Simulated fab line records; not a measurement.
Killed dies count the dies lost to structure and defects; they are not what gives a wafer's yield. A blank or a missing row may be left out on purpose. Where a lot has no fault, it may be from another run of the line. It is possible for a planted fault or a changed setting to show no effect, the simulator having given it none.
fab line records -- flow nand_harc -- part 2 of 2: steps 22 to 27 of 27
record: lots: 5, wafers: 15, last_day: 26
route steps=1159 shown A_STAIRCASE@562
lots with no fault: from the same line, run without faults
start_h: hours from the record's opening day to when the first of the lot's shown wafers began -- wait_h: time in hours since the lot's previous step -- " identical to the entry in the row above -- L1.1+2: a row that stands for several wafers -- - either no value or no given start -- * or withheld: withheld -- < > ~ a bound
route shown NAME@n: names a module that has steps shown in the file, with the first one's number in the route -- usual: the fault-free wafers' mean and standard deviation -- same: alike in all rows -- chamber/n: place in a boat -- sites: the reading at each site -- _std_site: the values' standard deviation -- _edge_site: inner sites' mean taken away from outer sites' mean -- radius_mm: for every site, how far away it sits from the centre of the wafer -- mask NAME#n: copy n -- behind: the most recent tool/chamber to have shaped the wafer -- hold: the reason the lot was held/the length of the hold in hours/how it ended -- device: transistor that didn't switch, given as n, p or np -- end of line: at the end of the route, the tests of the same wafers -- a step without rows: its recipe alone -- killed: at the first sort, the dies lost to defects and structure; wafer yield is something else -- map: shows each die of a wafer: x if killed, . if not, _ if none is there
set.NAME: setting as actually run; set.NAME@STEP: the setting as run at that earlier step -- model.NAME: the simulator's own value behind a step, which no gauge read
lots at some steps of the route; a table a step, a row a wafer
services: when a tool's chamber went out of use (start_h, in hours from the record's first day, below 0 if earlier), for how many hours, and the reason
== steps ==
step: NHARC_A_STAIRCASE_TRIM_191
recipe: time_s: 211.2, o2_flow_sccm: 500, ar_flow_sccm: 0, bias_w: 0, chemistry: O2
usual: chamber_pressure_mTorr: 60.00/0.06, drypump_motor_current_A: 5.6/0.4, oes_product_au: 1.002/0.009, rf_vpp_V: 57.6/0.97, showerhead_plenum_p_Torr: 3.49/0.14, throttle_valve_pct: 17.037/0.0095
same: time_s: 211.2
lot.wafer,tool,chamber,start_h,wait_h,chamber_pressure_mTorr,drypump_motor_current_A,oes_product_au,rf_hours_counter_h,rf_vpp_V,showerhead_plenum_p_Torr,throttle_valve_pct
L080.3,rie_diel-13,1,-,-,59.97,5.4,0.999,5,56.5,3.45,17.033
L080.6,rie_diel-13,1,-,-,59.99,5.4,0.998,-,58.7,3.45,17.037
L080.5,rie_diel-13,2,-,-,60.02,5.7,1.011,-,57.7,3.33,17.036
L089.1,rie_diel-11,1,-,-,60.08,5.7,1.008,49,58.8,3.56,17.021
L089.4,rie_diel-11,2,-,-,59.87,5.8,1.008,52,58.2,3.45,17.026
L089.5,rie_diel-11,1,-,-,60.07,5.7,1.016,-,56.4,3.56,17.037
L090.3,rie_diel-13,2,-,-,59.96,5.6,1.014,18,57.6,3.32,17.027
L090.4,rie_diel-13,3,-,-,59.98,6.5,1.000,17,59.5,3.80,17.049
L090.6,rie_diel-13,1,-,-,59.90,5.4,0.997,-,57.1,3.44,17.036
L093.3,rie_diel-09,3,-,-,60.01,5.2,1.006,38,57.0,3.53,17.040
L093.6,rie_diel-09,2,-,-,59.99,5.3,0.996,-,56.9,3.54,17.022
L093.4,rie_diel-09,3,-,-,59.97,5.3,1.007,-,58.5,3.53,17.045
L097.2,rie_diel-09,2,-,-,60.02,5.3,0.985,40,58.3,3.54,17.040
L097.1,rie_diel-09,3,-,-,60.03,5.3,0.994,43,57.0,3.53,17.039
L097.5,rie_diel-09,3,-,-,59.98,5.3,1.005,-,57.1,3.53,17.041
step: NHARC_A_STAIRCASE_ETCH_192
recipe: target_depth_a: 1000, time_s: 40.5, ion_energy_ev: 400, c4f8_flow_sccm: 20, o2_flow_sccm: 10, ar_flow_sccm: withheld, rf_w: 600, bias_w: 1000, chemistry: C4F8/O2
usual: chamber_pressure_mTorr: 24.998/0.022, oes_product_au: 0.939/0.01, rf_vpp_V: 895/5.3
same: time_s: 40.5
lot.wafer,tool,chamber,start_h,wait_h,chamber_pressure_mTorr,oes_product_au,rf_hours_counter_h,rf_vpp_V
L080.3,rie_diel-13,3,-,-,24.984,0.934,4,905
L080.6,rie_diel-13,3,-,-,24.995,0.942,-,905
L080.5,rie_diel-13,0,-,-,25.022,0.953,-,898
L089.4,rie_diel-11,1,-,-,24.936,0.940,49,897
L089.1,rie_diel-11,2,-,-,25.006,0.943,52,891
L089.5,rie_diel-11,1,-,-,25.013,0.949,-,897
L090.3,rie_diel-13,2,-,-,25.003,0.965,18,888
L090.4,rie_diel-13,3,-,-,24.977,0.936,17,906
L090.6,rie_diel-13,1,-,-,24.961,0.938,-,891
L093.3,rie_diel-09,2,-,-,24.988,0.932,33,897
L093.4,rie_diel-09,3,-,-,24.977,0.939,-,895
L093.6,rie_diel-09,1,-,-,25.011,0.926,-,905
L097.1,rie_diel-09,1,-,-,24.981,0.949,38,906
L097.2,rie_diel-09,0,-,-,24.983,0.937,38,890
L097.5,rie_diel-09,2,-,-,24.980,0.945,-,896
step: NHARC_A_STAIRCASE_TRIM_193
recipe: time_s: 211.2, o2_flow_sccm: 500, ar_flow_sccm: 0, bias_w: 0, chemistry: O2
usual: chamber_pressure_mTorr: 60.00/0.056, drypump_motor_current_A: 5.6/0.39, oes_product_au: 1.002/0.0086, rf_vpp_V: 57.8/0.86, showerhead_plenum_p_Torr: 3.49/0.14, throttle_valve_pct: 17.037/0.0093
same: time_s: 211.2
lot.wafer,tool,chamber,start_h,wait_h,chamber_pressure_mTorr,drypump_motor_current_A,oes_product_au,rf_hours_counter_h,rf_vpp_V,showerhead_plenum_p_Torr,throttle_valve_pct
L080.3,rie_diel-13,2,-,-,59.97,5.7,1.025,5,59.0,3.33,17.044
L080.5,rie_diel-13,0,-,-,60.01,5.4,1.012,-,57.1,3.59,17.022
L080.6,rie_diel-13,1,-,-,59.93,5.4,1.016,-,59.7,3.45,17.044
L089.1,rie_diel-11,3,-,-,59.97,5.7,1.001,52,57.9,3.44,17.032
L089.4,rie_diel-11,0,-,-,60.07,5.5,1.006,52,57.6,3.32,17.013
L089.5,rie_diel-11,2,-,-,60.12,5.8,0.994,-,56.7,3.45,17.027
L090.3,rie_diel-13,1,-,-,60.08,5.3,1.002,19,57.9,3.44,17.039
L090.4,rie_diel-13,3,-,-,60.03,6.5,0.996,17,57.7,3.80,17.041
L090.6,rie_diel-13,0,-,-,59.96,5.5,1.018,-,59.3,3.58,17.033
L093.3,rie_diel-09,3,-,-,59.90,5.3,1.014,38,56.1,3.53,17.055
L093.4,rie_diel-09,1,-,-,60.02,5.4,0.993,-,58.7,3.79,17.046
L093.6,rie_diel-09,2,-,-,59.97,5.3,0.998,-,57.7,3.54,17.032
L097.2,rie_diel-09,0,-,-,60.03,4.8,0.994,38,57.2,3.34,17.032
L097.1,rie_diel-09,2,-,-,60.04,5.3,0.990,40,58.1,3.54,17.062
L097.5,rie_diel-09,1,-,-,60.00,5.4,0.990,-,58.5,3.79,17.033
step: NHARC_A_STAIRCASE_ETCH_194
recipe: target_depth_a: 1000, time_s: 40.5, ion_energy_ev: 400, c4f8_flow_sccm: 20, o2_flow_sccm: 10, ar_flow_sccm: withheld, rf_w: 600, bias_w: 1000, chemistry: C4F8/O2
usual: chamber_pressure_mTorr: 25.001/0.024, oes_product_au: 0.942/0.012, rf_vpp_V: 895/5.4
same: time_s: 40.5
lot.wafer,tool,chamber,start_h,wait_h,chamber_pressure_mTorr,oes_product_au,rf_hours_counter_h,rf_vpp_V
L080.3,rie_diel-13,2,-,-,25.029,0.939,5,887
L080.6,rie_diel-13,1,-,-,24.989,0.933,-,892
L080.5,rie_diel-13,2,-,-,25.042,0.947,-,890
L089.1,rie_diel-11,2,-,-,25.006,0.959,52,894
L089.4,rie_diel-11,0,-,-,25.020,0.961,52,887
L089.5,rie_diel-11,1,-,-,25.000,0.949,-,896
L090.3,rie_diel-13,1,-,-,25.009,0.946,19,893
L090.4,rie_diel-13,2,-,-,25.017,0.963,18,889
L090.6,rie_diel-13,2,-,-,24.994,0.968,-,887
L093.3,rie_diel-09,2,-,-,24.993,0.930,33,898
L093.6,rie_diel-09,2,-,-,25.011,0.941,-,897
L093.4,rie_diel-09,3,-,-,25.044,0.945,-,897
L097.2,rie_diel-09,1,-,-,24.999,0.926,38,904
L097.1,rie_diel-09,3,-,-,24.932,0.943,43,897
L097.5,rie_diel-09,0,-,-,24.942,0.948,-,890
step: NHARC_A_STAIRCASE_TRIM_196
recipe: time_s: 211.2, o2_flow_sccm: 500, ar_flow_sccm: 0, bias_w: 0, chemistry: O2
usual: chamber_pressure_mTorr: 60.00/0.06, drypump_motor_current_A: 5.5/0.41, oes_product_au: 1.001/0.0091, rf_vpp_V: 57.8/0.91, showerhead_plenum_p_Torr: 3.50/0.15, throttle_valve_pct: 17.036/0.009
same: time_s: 211.2
lot.wafer,tool,chamber,start_h,wait_h,chamber_pressure_mTorr,drypump_motor_current_A,oes_product_au,rf_hours_counter_h,rf_vpp_V,showerhead_plenum_p_Torr,throttle_valve_pct
L080.3,rie_diel-09,0,294.17,0.1,60.04,4.8,0.994,11,56.0,3.35,17.042
L080.5,rie_diel-09,2,294.17,0.1,60.05,5.3,0.988,-,58.9,3.56,17.042
L080.6,rie_diel-09,0,294.17,0.1,59.90,4.8,1.005,-,58.0,3.35,17.030
L089.4,rie_diel-09,1,336.83,0.1,60.02,5.4,0.994,21,58.6,3.80,17.039
L089.1,rie_diel-09,3,336.83,0.1,60.01,5.3,1.010,30,58.8,3.54,17.028
L089.5,rie_diel-09,2,336.83,0.1,60.11,5.3,1.002,-,57.5,3.55,17.038
L090.4,rie_diel-11,0,337.16,0.1,59.96,5.5,1.003,52,57.7,3.32,17.045
L090.3,rie_diel-11,2,337.16,0.1,60.08,5.8,1.009,52,58.4,3.45,17.040
L090.6,rie_diel-11,3,337.16,0.1,59.94,5.7,1.002,-,57.0,3.44,17.027
L093.3,rie_diel-09,1,362.64,0.1,60.00,5.4,1.000,30,58.8,3.79,17.033
L093.6,rie_diel-09,3,362.64,0.1,59.95,5.3,1.012,-,57.3,3.53,17.046
L093.4,rie_diel-09,1,362.64,0.1,60.06,5.4,0.984,-,58.5,3.79,17.040
L097.1,rie_diel-09,3,380.22,0.1,59.90,5.3,1.018,43,57.8,3.53,17.025
L097.2,rie_diel-09,2,380.22,0.1,59.92,5.3,0.989,40,57.9,3.54,17.021
L097.5,rie_diel-09,3,380.22,0.1,60.03,5.2,1.008,-,58.8,3.53,17.038
step: NHARC_A_STAIRCASE_ETCH_197
recipe: target_depth_a: 1000, time_s: 40.5, ion_energy_ev: 400, c4f8_flow_sccm: 20, o2_flow_sccm: 10, ar_flow_sccm: withheld, rf_w: 600, bias_w: 1000, chemistry: C4F8/O2
usual: chamber_pressure_mTorr: 24.999/0.025, oes_product_au: 0.939/0.016, rf_vpp_V: 895/5.3
same: time_s: 40.5
lot.wafer,tool,chamber,start_h,wait_h,chamber_pressure_mTorr,oes_product_au,rf_hours_counter_h,rf_vpp_V
L080.3,rie_diel-09,0,-,-,24.947,0.933,11,889
L080.5,rie_diel-09,0,-,-,24.980,0.936,-,890
L080.6,rie_diel-09,3,-,-,24.973,0.950,-,898
L089.4,rie_diel-09,1,-,-,24.973,0.920,21,906
L089.1,rie_diel-09,3,-,-,25.001,0.928,30,896
L089.5,rie_diel-09,1,-,-,24.959,0.915,-,905
L090.3,rie_diel-11,3,-,-,25.011,0.961,52,892
L090.4,rie_diel-11,0,-,-,25.029,0.974,52,888
L090.6,rie_diel-11,3,-,-,24.981,0.969,-,892
L093.3,rie_diel-09,1,-,-,24.995,0.938,30,905
L093.6,rie_diel-09,3,-,-,25.007,0.943,-,895
L093.4,rie_diel-09,1,-,-,25.009,0.935,-,906
L097.2,rie_diel-09,3,-,-,25.004,0.942,43,897
L097.1,rie_diel-09,0,-,-,25.020,0.931,39,889
L097.5,rie_diel-09,3,-,-,25.003,0.936,-,897
== services ==
tool,chamber,start_h,hours,kind
plasma_asher-01,-,276.00,9.0,pm
rie_diel-13,-,276.20,9.0,pm
rie_diel-09,0,287.65,-,clean
rie_diel-09,1,287.65,-,clean
rie_diel-09,2,287.65,-,clean
rie_diel-09,3,287.65,-,clean
wet_bench-09,-,288.80,8.0,pm
rie_diel-09,1,290.16,10.6,repair
krf_scanner-04,-,298.00,4.0,pm
rie_diel-09,0,312.19,-,clean
rie_diel-09,1,312.19,-,clean
rie_diel-09,2,312.19,-,clean
krf_scanner-04,-,319.42,3.0,repair
wet_bench-03,-,322.40,8.0,pm
krf_scanner-04,-,333.71,5.5,repair
krf_scanner-03,-,340.00,4.0,pm
litho_track-02,-,340.00,7.0,pm
rie_diel-09,-,350.67,2.0,repair
plasma_asher-02,-,360.35,9.0,pm
krf_scanner-03,-,361.98,0.6,repair
krf_scanner-01,-,365.18,0.4,repair
rie_diel-11,-,366.68,9.0,pm
plasma_asher-01,-,372.53,2.9,repair
wet_bench-05,-,372.80,8.0,pm
